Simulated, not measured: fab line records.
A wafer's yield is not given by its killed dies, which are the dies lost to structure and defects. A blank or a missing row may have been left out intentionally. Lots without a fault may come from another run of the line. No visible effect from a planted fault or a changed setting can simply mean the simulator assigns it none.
Struck lot and sound lot, side by side -- flow n5-finfet -- 40 out of 1938 route steps
Sound: the wafers L282.3, L282.5, L282.6. Struck: wafer L287.1 (left out: L287.6, a lot-mate that was not struck); the cause follows at the end.
For every step that has rows: the tool of each side, followed by ch and its chambers, followed by its first start. Under that, the readings that differ: sound wafers -- struck wafers -- difference of the means -- sigmas: that difference in standard deviations of wafers without a fault.
alike: words and numbers the same on both sides, and readings whose means are apart by under 2 such deviations; not compared: readings that were withheld, readings missing a value for some wafer, numbers with overlapping values and no deviation given by the record, and bounds like >300 which may hide the same value.
A row with sigmas, a row that says differs or no value, or rows on one side alone: a step with any of these is where the two part. Numbers that don't overlap but have no deviation are shown without sigmas and don't part them. A reading missing from all wafers of one side parts the sides only when that side holds two or more wafers.

first, 11 steps without rows for these wafers: N5_HKMG_FIN_STRIP_60 (strips in N2/H2, time 360 s); N5_HKMG_FIN_WET_ETCH_77 (etches La2O3 in dHCl, stops on HfO2, target depth 2 nm); N5_HKMG_FIN_WET_ETCH_78 (etches Al2O3 in dNH4OH, stops on La2O3, target depth 4.5 nm, rinse time 30 s); N5_HKMG_FIN_ALD_79 (deposits TiN, target thk 1.5 nm, pulse time 1 s, purge time 3 s); N5_HKMG_FIN_CVD_62 (deposits a-Si from Si2H6, target thk 3 nm, time 20.8 s); N5_HKMG_FIN_RTA_80 (time 2 s); N5_HKMG_FIN_PRECLEAN_64 (cleans in dHF, time 30 s); N5_HKMG_FIN_WET_ETCH_65 (etches a-Si in TMAH, stops on TiN, time 49 s, target depth 3 nm); N5_HKMG_FIN_WET_ETCH_81 (etches TiN in SC1, stops on HfO2, time 57 s, target depth 6 nm); N5_HKMG_FIN_WET_ETCH_82 (etches La2O3 in dHCl, stops on HfO2, target depth 2 nm, rinse time 30 s); N5_HKMG_FIN_ALD_36 (deposits TiN, target thk 1 nm, pulse time 1 s, purge time 3 s).
N5_HKMG_FIN_PWFM_ALD_03: deposits TiN, target thk 2 nm, pulse time 1 s, purge time 3 s.
  sound on ald-metal-04 ch 0,3, day 7 15:07; struck on ald-metal-04 ch 0, day 8 21:25
reading,sound,struck,difference,sigmas
ald-cycles,91 91 91,57,-34,
model.TiN_of_HKMG_FIN_PWFM_ALD_03.thk-nm (nm),2 2 2,1.2,-0.8,
  alike: heater-power-w, precursor-pulse-height-rel
then, 26 steps without rows for these wafers: N5_HKMG_FIN_COAT_29 (time 60 s, resist thk 300 nm); N5_HKMG_FIN_COAT_30 (time 60 s, resist thk 35 nm); N5_HKMG_FIN_COAT_06 (resist thk 90 nm); N5_HKMG_FIN_EBR_08; N5_HKMG_FIN_SOFTBAKE_07 (time 60 s); N5_HKMG_FIN_EXPOSE_09 (exposes mask NWFM); N5_HKMG_FIN_PEB_10 (peb time 60 s); N5_HKMG_FIN_DEVELOP_11 (develop time 30 s); N5_HKMG_FIN_DESCUM_17 (chemistry O2, time 7.9 s); N5_HKMG_FIN_ETCH_31 (etches SiARC in CF4, target depth 45.5 nm, time 75.8 s); N5_HKMG_FIN_ETCH_32 (etches SOC in N2/H2, target depth 240 nm, time 300 s); N5_HKMG_FIN_STRIP_33 (strips in N2/H2); N5_HKMG_FIN_STRIP_34 (strips in CF4); N5_HKMG_FIN_ETCH_35 (etches SOC in N2/H2, target depth 215.8 nm, time 243.4 s); N5_HKMG_FIN_STRIP_92 (strips SOC in N2/H2, time 20 s); N5_HKMG_FIN_WET_ETCH_18 (etches TiN in SC1, time 55 s, target depth 5.2 nm, rinse time 30 s); N5_HKMG_FIN_STRIP_19 (strips in N2/H2, time 360 s); N5_HKMG_FIN_ALD_91 (deposits TiN, target thk 1 nm, pulse time 1 s, purge time 3 s); N5_HKMG_FIN_COAT_85 (time 60 s, resist thk 300 nm); N5_HKMG_FIN_ETCH_86 (etches SOC in N2/H2, stops on TiN, target depth 393.2 nm); N5_HKMG_FIN_STRIP_89 (strips SOC in N2/H2, time 20 s); N5_HKMG_FIN_WET_ETCH_87 (etches TiN in SC1, time 154.2 s, target depth 4.7 nm, rinse time 30 s); N5_HKMG_FIN_STRIP_88 (strips in N2/H2, time 360 s); N5_HKMG_FIN_NWFM_ALD_20 (deposits TiAlC, target thk 2 nm, pulse time 3 s, purge time 2 s); N5_HKMG_FIN_ALD_71 (deposits TiN, target thk 1 nm, pulse time 1 s, purge time 3 s); N5_HKMG_FIN_COAT_66 (time 60 s, resist thk 300 nm).
-- the record jumps here: 4 days lie between the struck wafers' starts before and after (it left off in module HKMG_FIN and takes up again in module BEOL_M4, whose first step shown is number 1111 of the route) --
N5_BEOL_M4_RC_MEAS_101:
  sound on prober-02 ch 0, day 11 04:13; struck on prober-01 ch 0, day 12 12:47
reading,sound,struck,difference,sigmas
IOFF_P (nA/um),0.19 0.17 0.19,0.08,-0.10,-3
IOFF_P_85C (nA/um),3.4 3.0 3.4,1.6,-1.7,-4
IOFF_P_LIN (nA/um),0.091 0.080 0.091,0.036,-0.051,-4
IOFF_P_LONG (nA/um),9.6e-05 9.5e-05 9.2e-05,7e-05,-2e-05,-3
ION_P (uA/um),453 452 460,420,-35,-5
VT_P (mV),-253 -255 -253,-279,-25,-7
VT_P_LONG (mV),-278 -281 -282,-305,-25,-8
VT_P_LVT (mV),-100.1 -103.0 -99.3,-127.5,-26.7,-10
  alike: DIBL_N, DIBL_P, IOFF_N, ION_N, SS_N, SS_P, VT_N
-- here the record skips 4 days between the struck wafers' starts before and after, leaving off in module BEOL_M4 and picking up in module PASSIVATION (first step shown: number 1936 of the route) --
N5_PASSIVATION_PROBE_49:
  sound on prober-02 at day 15 15:31; struck on prober-02 at day 16 10:02
reading,sound,struck,difference,sigmas
killed-short,23 35 31,12,-18,-2
sort_bin_8_speed (%),0 0 0,81.78,+81.78,
sort-n-pass,1108 1104 1085,133,-966,-54
sort-yield-pct (%),93.9 93.6 91.9,11.3,-81.8,-55
  alike: defect-limited-yield, killed_at_M0_to_M3, killed_at_M4_up, killed-at-contacts, killed-at-front-end, killed-at-other, killed-dies, killed-open, sort_bin_5_function, sort_bin_6_memory

WHERE THEY PART
Earliest at N5_BEOL_M4_RC_MEAS_101; latest, in this record, at N5_PASSIVATION_PROBE_49.

WHY: what the simulator had put in
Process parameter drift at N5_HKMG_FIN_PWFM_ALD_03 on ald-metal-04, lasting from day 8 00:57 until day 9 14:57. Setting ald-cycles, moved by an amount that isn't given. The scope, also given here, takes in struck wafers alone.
